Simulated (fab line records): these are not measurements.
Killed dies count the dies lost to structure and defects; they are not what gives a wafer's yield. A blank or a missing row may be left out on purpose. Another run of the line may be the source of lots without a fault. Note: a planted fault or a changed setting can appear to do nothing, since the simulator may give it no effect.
fab line records | flow nand_harc
record: lots: 5 wafers: 15 last_day: 35
route steps=1302 shown THIN_TSV@1282 END@1302
lots untouched by any fault: they come from a run of this same line in which no faults occurred
start_h: hours from the record's first day to the start of the lot's first wafer shown | wait_h: how many hours have passed since the lot's step before this one | " unchanged from the row above | L1.1+2: a single row standing in for several wafers | - value missing, or start not given | * or withheld: withheld | < > ~ a bound
route shown NAME@n: NAME is a module with steps in the file, n the number in the route of the first one | usual: mean/standard deviation taken from wafers without a fault | same: alike in all rows | chamber/n: place in a boat | sites: the reading at each site | _std_site: the standard deviation of these | _edge_site: mean of outer sites minus mean of inner sites | radius_mm: for every site, how far away it sits from the centre of the wafer | mask NAME#n: copy n | behind: the most recent tool/chamber to have shaped the wafer | hold: why the lot went on hold/how many hours it stayed there/how the hold came to an end | device: names the non-switching transistor (n, p or np) | end of line: at the end of the route, the tests of the same wafers | for a step that has no rows: nothing shown but its recipe | killed: dies that structure and defects cost at the first sort, which is not the same as the wafer's yield | map: dies across one wafer; x = killed, . = not, _ = none there
set.NAME: the setting that was run; set.NAME@STEP: the one run at that earlier step | model.NAME: the simulator's own value behind a step, which no gauge read
lots at some steps of the route; a table a step, a row a wafer
services: the hour from which a tool's chamber was out of use, counted from the record's first day as start_h (under 0 if before that day), plus the number of hours and why
== steps ==
step: NHARC_THIN_TSV_PVD_24
recipe: target_thk_a: 8000 power_w: withheld chamber_pressure_pa: withheld substrate_temp_c: withheld time_s: withheld gas: Ar material: Al
step: NHARC_THIN_TSV_DEHYDRATE_25
recipe: temp_c: 150 time_s: 120
step: NHARC_THIN_TSV_HMDS_26
recipe: time_s: 30
step: NHARC_THIN_TSV_COAT_27
recipe: spin_rpm: *
step: NHARC_THIN_TSV_SOFTBAKE_28
recipe: temp_c: 122 time_s: 95
step: NHARC_THIN_TSV_EBR_29
step: NHARC_THIN_TSV_EXPOSE_30
recipe: na: 0.55 dose_mj: 11.47 mask_id: PAD
step: NHARC_THIN_TSV_PEB_31
recipe: peb_temp_c: 118 peb_time_s: 85
step: NHARC_THIN_TSV_DEVELOP_32
recipe: time_s: 70
step: NHARC_THIN_TSV_CD_MEAS_33
recipe: target_cd_nm: 5000 landing_energy_ev: 500
usual: cd_nm: 4999.9/1.8
columns lot.wafer tool chamber start_h wait_h cd_nm
L151.2 cd_sem-03 0 611.24 - 5004.4
L151.3 " 0 " " 5003.4
L151.6 " 0 " " 5000.7
L159.2 cd_sem-01 0 704.06 - 5000.2
L159.3 " 0 " " 5000.8
L159.4 " 0 " " 5000.0
L161.2 cd_sem-02 0 722.66 - 4998.5
L161.3 " 0 " " 4997.2
L161.6 " 0 " " 4998.5
L166.1 cd_sem-02 0 775.47 - 4997.5
L166.4 " 0 " " 4999.8
L166.6 " 0 " " 5000.2
L167.1 cd_sem-01 0 815.75 - 5000.6
L167.5 " 0 " " 5001.0
L167.6 " 0 " " 4999.7
step: NHARC_THIN_TSV_HARDBAKE_34
recipe: temp_c: 125 time_s: 80
step: NHARC_THIN_TSV_DESCUM_35
recipe: time_s: 3 o2_flow_sccm: 200 ar_flow_sccm: 0 bias_power_w: 0 chemistry: O2
usual: drypump_motor_current_A: 5.6/0.37 oes_product_au: 1.003/0.0097 rf_vpp_V: 57.6/0.93 showerhead_plenum_p_Torr: 1.87/0.1 throttle_valve_pct: 11.311/0.0093
columns lot.wafer tool chamber start_h wait_h drypump_motor_current_A oes_product_au rf_hours_counter_h rf_vpp_V showerhead_plenum_p_Torr throttle_valve_pct
L151.2 rie_diel-03 2 611.39 - 5.5 1.012 7.1 58.5 1.85 11.310
L151.3 " 3 " " 5.8 1.006 6.2 58.9 1.78 11.307
L151.6 " 0 " " 5.3 1.002 - 57.4 1.77 11.311
L159.4 rie_diel-03 3 704.23 - 5.8 1.017 4.1 56.6 1.78 11.310
L159.3 " 0 " " 5.2 0.990 3.7 57.1 1.77 11.306
L159.2 " 1 " " 6.1 1.003 4.3 57.7 1.99 11.320
L161.3 rie_diel-03 1 722.82 - 6.1 1.013 4.8 59.1 1.98 11.332
L161.2 " 0 " " 5.2 0.996 4.1 57.1 1.77 11.309
L161.6 " 1 " " 6.1 1.008 - 58.1 1.99 11.315
L166.4 rie_diel-13 1 775.65 - 5.4 1.004 4.4 57.2 1.79 11.315
L166.1 " 2 " " 5.1 1.014 3.9 58.0 1.81 11.284
L166.6 " 0 " " 5.5 1.000 - 57.5 1.84 11.305
L167.1 rie_diel-02 1 815.97 - 5.2 0.998 2.5 58.6 1.99 11.302
L167.6 " 0 " " 5.1 0.984 - 59.5 2.00 11.318
L167.5 " 1 " " 5.2 0.992 - 58.2 1.99 11.333
step: NHARC_THIN_TSV_ETCH_59
recipe: target_depth_a: 8800 icp_w: 900 bias_w: 100 Cl2_flow_sccm: 60 bcl3_flow_sccm: 30 time_s: 138.1 chemistry: Cl2/BCl3
usual: drypump_motor_current_A: 6.0/0.47 he_backside_leak_sccm: 3.33/0.25 oes_product_au: 0.994/0.0094 throttle_valve_pct: 22.264/0.0089
columns lot.wafer tool chamber start_h wait_h drypump_motor_current_A he_backside_leak_sccm oes_product_au rf_hours_counter_h throttle_valve_pct
L151.2 rie_metal-01 1 611.62 0.2 6.4 3.07 1.281 - 22.258
L151.3 " 1 " " 6.5 3.08 0.995 - 22.263
L151.6 " 1 " " 6.4 3.15 0.985 - 22.251
L159.2 rie_metal-01 0 704.38 0.1 6.6 3.20 0.982 1.7 22.263
L159.3 " 1 " " 6.4 3.11 1.004 - 22.246
L159.4 " 0 " " 6.6 3.26 0.987 - 22.265
L161.2 rie_metal-03 0 722.98 0.1 5.9 3.26 0.992 0.3 22.272
L161.3 " 1 " " 5.6 3.36 0.978 - 22.262
L161.6 " 0 " " 5.9 3.27 0.990 - 22.266
L166.1 rie_metal-03 1 775.79 0.1 5.5 3.51 0.989 1.1 22.259
L166.4 " 1 " " 5.6 3.48 0.981 - 22.249
L166.6 " 0 " " 6.0 3.12 0.994 - 22.275
L167.1 rie_metal-03 0 816.08 0.1 6.0 3.43 0.992 1.6 22.255
L167.5 " 0 " " 6.0 3.25 0.987 - 22.262
L167.6 " 1 " " 5.6 3.62 0.985 - 22.254
step: NHARC_THIN_TSV_ETCH_36
recipe: target_depth_a: 650 over_etch_frac: 0.3 time_s: 18.571 ion_energy_ev: 150 chemistry: Cl2/BCl3
usual: drypump_motor_current_A: 6.0/0.48 he_backside_leak_sccm: 3.3/0.32 oes_product_au: 0.994/0.0087
columns lot.wafer tool chamber start_h wait_h drypump_motor_current_A he_backside_leak_sccm oes_product_au rf_hours_counter_h
L151.2 rie_metal-01 1 612.03 0.3 6.5 3.2 0.994 -
L151.3 " 1 " " 6.4 3.3 0.992 -
L151.6 " 1 " " 6.5 3.2 0.996 -
L159.2 rie_metal-01 0 704.61 0.2 6.6 3.2 0.988 1.8
L159.4 " 1 " " 6.5 3.2 0.999 -
L159.3 " 0 " " 6.6 3.2 0.987 -
L161.2 rie_metal-03 0 723.21 0.2 5.9 3.2 0.995 0.4
L161.3 " 0 " " 5.9 3.2 0.988 -
L161.6 " 0 " " 5.9 3.2 1.005 -
L166.1 rie_metal-03 0 776.02 0.2 5.9 3.2 0.982 1.2
L166.4 " 1 " " 5.5 3.6 0.984 -
L166.6 " 0 " " 6.0 3.3 0.978 -
L167.1 rie_metal-03 0 816.35 0.2 5.9 3.1 0.987 1.7
L167.6 " 1 " " 5.6 3.5 0.996 -
L167.5 " 0 " " 5.9 3.2 0.994 -
step: NHARC_THIN_TSV_STRIP_56
recipe: power_w: 1500 temp_c: 250 chemistry: O2
usual: drypump_motor_current_A: 5.3/0.52 heater_power_w: 340/13
columns lot.wafer tool chamber start_h wait_h drypump_motor_current_A heater_power_w rf_hours_counter_h
L151.2 plasma_asher-02 0 612.17 0.1 4.8 339 0
L151.3 " 1 " " 5.2 333 -
L151.6 " 1 " " 5.2 336 -
L159.2 plasma_asher-02 0 704.77 0.2 4.8 343 19
L159.4 " 1 " " 5.2 333 -
L159.3 " 0 " " 4.7 338 -
L161.2 plasma_asher-02 1 723.30 0.1 5.2 335 25
L161.3 " 1 " " 5.2 325 -
L161.6 " 0 " " 4.8 337 -
L166.1 plasma_asher-02 1 776.12 0.1 5.2 322 36
L166.4 " 0 " " 4.8 347 -
L166.6 " 0 " " 4.8 342 -
L167.1 plasma_asher-01 0 816.44 0.1 5.7 344 21
L167.6 " 0 " " 5.7 352 -
L167.5 " 1 " " 6.2 360 -
step: NHARC_THIN_TSV_STRIP_57
recipe: time_s: 1200 temp_c: 72.5 chemistry: post_etch_residue_remover
step: NHARC_THIN_TSV_CD_MEAS_37
usual: cd_nm: 5000.6/2.4
columns lot.wafer tool chamber start_h wait_h cd_nm
L151.2 cd_sem-03 - 612.97 - 4985.3
L151.3 " - " " 5003.0
L151.6 " - " " 5003.1
L159.2 cd_sem-03 - 705.53 - 5002.4
L159.3 " - " " 5003.4
L159.4 " - " " 5001.8
L161.2 cd_sem-03 - 724.10 - 5000.4
L161.3 " - " " 4997.2
L161.6 " - " " 5002.3
L166.1 cd_sem-03 - 776.91 - 4997.5
L166.4 " - " " 4997.9
L166.6 " - " " 5000.1
L167.1 cd_sem-02 - 817.23 - 5001.9
L167.5 " - " " 5002.7
L167.6 " - " " 4998.2
step: NHARC_THIN_TSV_ANNEAL_58
recipe: temp_c: 400 time_s: 1800
step: NHARC_END_SORT_01
recipe: temp_c: 25
usual: defect_limited_yield: 90/3.4 killed_at_array: 62/22 killed_at_other: 1.0/1.4 killed_at_periphery: 4.2/2.8 killed_dies: 67/23 killed_open: 3.1/1.7 killed_short: 2.1/1.5
same: gross_dies: 677
columns lot.wafer tool chamber start_h wait_h defect_limited_yield[%] killed_at_array killed_at_other killed_at_periphery killed_dies killed_open killed_short
L159.2 prober-01 0 715.04 2.8 88 68 2 8 78 2 3
L159.3 prober-01 0 715.83 3.1 89 72 1 2 75 3 3
L159.4 prober-01 0 716.63 3.4 88 82 0 2 84 4 3
L161.2 prober-01 0 732.42 2.8 95 29 0 2 31 5 0
L161.3 prober-01 0 733.22 3.1 96 22 0 3 25 1 2
L161.6 prober-01 0 735.61 4.0 95 32 0 1 33 2 1
killed by level:class
L159.2 A_SLIT:chamber_film_flake=31 A_CHANNEL_HOLE_D1:chamber_film_flake=25 A_CONTACT:chamber_film_flake=6 P_BONDPAD:chamber_film_flake=4 P_GATE:geometric_particle:short=1 P_CONTACT:geometric_particle:open=1 P_M0:geometric_particle:open=1 A_ONON_D1:geometric_particle:short=1
L159.3 A_CHANNEL_HOLE_D1:chamber_film_flake=28 A_SLIT:chamber_film_flake=28 A_CONTACT:chamber_film_flake=7 A_CHANNEL_FILL_D1:geometric_particle:short=2 A_DECK1_JOINT:chamber_film_flake=2 A_WL_FILL:chamber_film_flake=2 P_GATE:geometric_particle:open=1 A_SOURCE_PLATE:geometric_particle:open=1
L159.4 A_SLIT:chamber_film_flake=38 A_CHANNEL_HOLE_D1:chamber_film_flake=30 A_STAIRCASE:chamber_film_flake=3 A_CONTACT:chamber_film_flake=3 A_M0:geometric_particle:open=2 P_BONDPAD:chamber_film_flake=2 A_ONON_D1:geometric_particle:short=1 A_CHANNEL_HOLE_D1:geometric_particle:open=1
L161.2 A_CHANNEL_HOLE_D1:chamber_film_flake=9 A_STAIRCASE:chamber_film_flake=8 A_CONTACT:chamber_film_flake=4 A_SLIT:chamber_film_flake=3 P_CONTACT:geometric_particle:open=1 P_M2:geometric_particle:open=1 A_ONON_D2:geometric_particle:open=1 A_WL_FILL:geometric_particle:open=1
L161.3 A_CHANNEL_HOLE_D1:chamber_film_flake=8 A_STAIRCASE:chamber_film_flake=6 P_ZERO_WELL:chamber_film_flake=2 A_CHANNEL_FILL_D1:chamber_film_flake=2 P_GATE:geometric_particle:open=1 A_DECK1_JOINT:geometric_particle:short=1 A_M0:geometric_particle:short=1 A_DECK1_JOINT:chamber_film_flake=1
L161.6 A_CHANNEL_HOLE_D1:chamber_film_flake=9 A_SLIT:chamber_film_flake=7 A_STAIRCASE:chamber_film_flake=4 A_DECK1_JOINT:chamber_film_flake=2 A_WL_FILL:chamber_film_flake=2 A_CHANNEL_FILL_D1:geometric_particle:open=1 A_CHANNEL_FILL_D1:geometric_particle:short=1 A_DECK1_JOINT:geometric_particle:open=1
== services ==
columns tool chamber start_h hours kind
rie_metal-01 0 590.30 29.2 repair
rie_diel-03 1 593.15 6.6 repair
plasma_asher-02 - 603.08 9.0 pm
rie_diel-03 1 605.08 8.9 repair
plasma_asher-01 - 605.83 0.4 repair
rie_diel-13 1 610.55 9.0 repair
rie_diel-02 1 623.55 5.7 repair
rie_metal-03 0 634.11 17.5 repair
rie_diel-03 - 635.30 9.0 pm
rie_diel-02 2 642.31 16.2 repair
plasma_asher-02 - 691.04 3.2 repair
rie_diel-13 - 696.00 9.0 pm
rie_metal-03 - 696.00 9.0 pm
plasma_asher-01 - 696.79 9.0 pm
rie_diel-13 2 708.44 4.5 repair
rie_diel-02 - 727.16 1.3 repair
rie_metal-01 - 736.27 0.7 repair
rie_diel-02 - 747.76 9.0 pm
rie_metal-01 - 752.00 9.0 pm
plasma_asher-01 - 754.64 11.4 repair
rie_diel-02 3 769.33 23.3 repair
plasma_asher-02 - 780.08 9.0 pm
rie_diel-02 - 784.48 0.3 repair
rie_diel-03 - 812.30 9.0 pm
== key ==
first_sign: step: NHARC_THIN_TSV_ETCH_59 reading: oes_product_au direction: up sigmas: 31 usual: 0.994 struck: 1.281
effect: step: NHARC_THIN_TSV_CD_MEAS_37 reading: cd_nm direction: down sigmas: 6.3 usual: 5000.6 struck: 4985.3
met_at NHARC_THIN_TSV_ETCH_59
struck_wafers L151.2
fault: kind: process_parameter_drift tool: rie_metal-01 chamber: - onset_h: 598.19 steps: NHARC_THIN_TSV_ETCH_59 channel: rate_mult offset: 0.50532 shape: step end_h: 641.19 scope: struck_wafers_only
